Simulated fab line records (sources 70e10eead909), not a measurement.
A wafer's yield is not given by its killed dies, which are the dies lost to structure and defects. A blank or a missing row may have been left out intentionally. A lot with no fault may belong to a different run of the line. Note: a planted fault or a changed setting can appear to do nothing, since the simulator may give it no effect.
Shared-tool check | flow nand-harc | Sample size 4 lots and 12 wafers

## WHY IT WAS OPENED
Flagged at NHARC_END_SORT_01: reading killed-at-periphery, on 2 of 4 lots. Fault-free wafers read 3.6, with a standard deviation of 2.3.
Rule: a lot is flagged when every wafer of it that has a number lies more than 4 standard deviations from that mean, or none has a number. All remaining lots are regarded as sound.

lot  | measured     | on        | killed-at-periphery, wafer by wafer | flag
L576 | day 21 16:42 | prober-01 | 645 649 638                         | FLAGGED
L574 | day 21 16:46 | prober-02 | 647 654 651                         | FLAGGED
L577 | day 22 22:02 | prober-01 | 6 4 3                               |
L586 | day 24 17:35 | prober-02 | 2 3 3                               |
Averaged over the flagged lots the numbers come to 647.3, +643.7 from the usual (+99 or more standard deviations).

## WHICH TOOL EACH LOT WENT THROUGH
The record holds 3 process steps before the reading, out of a route of 1159 steps. Every cell lists first the tool, next ch and the chambers used by the sampled wafers, and last the start.
lot  | flag    | NHARC_P_M1_ETCH_35                | NHARC_P_M2_DEP_00               | NHARC_P_M2_DESCUM_14
L576 | FLAGGED | rie-diel-07 ch 0,1,2, day 8 09:58 | pecvd-01 ch 0,1,2, day 8 13:02  | rie-diel-05 ch 0,2,3, day 8 14:39
L574 | FLAGGED | rie-diel-07 ch 0,1,3, day 8 04:45 | pecvd-02 ch 0,2, day 8 08:05    | rie-diel-05 ch 0,2,3, day 8 09:53
L577 |         | rie-diel-08 ch 0,3, day 8 15:08   | pecvd-01 ch 0,2, day 8 18:15    | rie-diel-06 ch 0,2,3, day 8 19:17
L586 |         | rie-diel-07 ch 0,2, day 11 04:50  | pecvd-02 ch 0,1,2, day 11 08:03 | rie-diel-05 ch 0,2,3, day 11 09:03
What is done by these steps:
- NHARC_P_M1_ETCH_35: etches the open film in N2/H2, target depth 40 nm, overetch 12 nm, time 43.94 s.
- NHARC_P_M2_DEP_00: deposits SiOC, target thk 182.5 nm.
- NHARC_P_M2_DESCUM_14: chemistry O2, time 3 s.
- NHARC_END_SORT_01

## FLAGGED AGAINST TOTAL, ONE TOOL AT A TIME (gauges that did the reading follow at the end)
step                 | tool        | lots run | flagged | share of the flagged lots | sound lots run after its first flagged lot
NHARC_P_M1_ETCH_35   | rie-diel-07 | 3        | 2       | all                       | 1 (L586)
NHARC_P_M1_ETCH_35   | rie-diel-08 | 1        | 0       | none                      | -
NHARC_P_M2_DEP_00    | pecvd-01    | 2        | 1       | some                      | 1 (L577)
NHARC_P_M2_DEP_00    | pecvd-02    | 2        | 1       | some                      | 1 (L586)
NHARC_P_M2_DESCUM_14 | rie-diel-05 | 3        | 2       | all                       | 1 (L586)
NHARC_P_M2_DESCUM_14 | rie-diel-06 | 1        | 0       | none                      | -
NHARC_END_SORT_01    | prober-01   | 2        | 1       | some                      | 1 (L577)
NHARC_END_SORT_01    | prober-02   | 2        | 1       | some                      | 1 (L586)

## WHAT IS ALLOWED BY THE TABLE
rie-diel-07 at NHARC_P_M1_ETCH_35 and rie-diel-05 at NHARC_P_M2_DESCUM_14 are the 2 rows of the table that ran each flagged lot.
- rie-diel-07 at NHARC_P_M1_ETCH_35 ran 3 lots, 2 of them flagged. Lots that were sound ran on it after the first flagged one (L586); a persistent fault on the entire tool would not allow that.
- rie-diel-05 at NHARC_P_M2_DESCUM_14 ran 3 lots, 2 of them flagged. Lots that were sound ran on it after the first flagged one (L586); a persistent fault on the entire tool would not allow that.
Every row of the table either missed a flagged lot or ran a sound lot after the first.

## WHAT THE SIMULATOR HAD PUT IN
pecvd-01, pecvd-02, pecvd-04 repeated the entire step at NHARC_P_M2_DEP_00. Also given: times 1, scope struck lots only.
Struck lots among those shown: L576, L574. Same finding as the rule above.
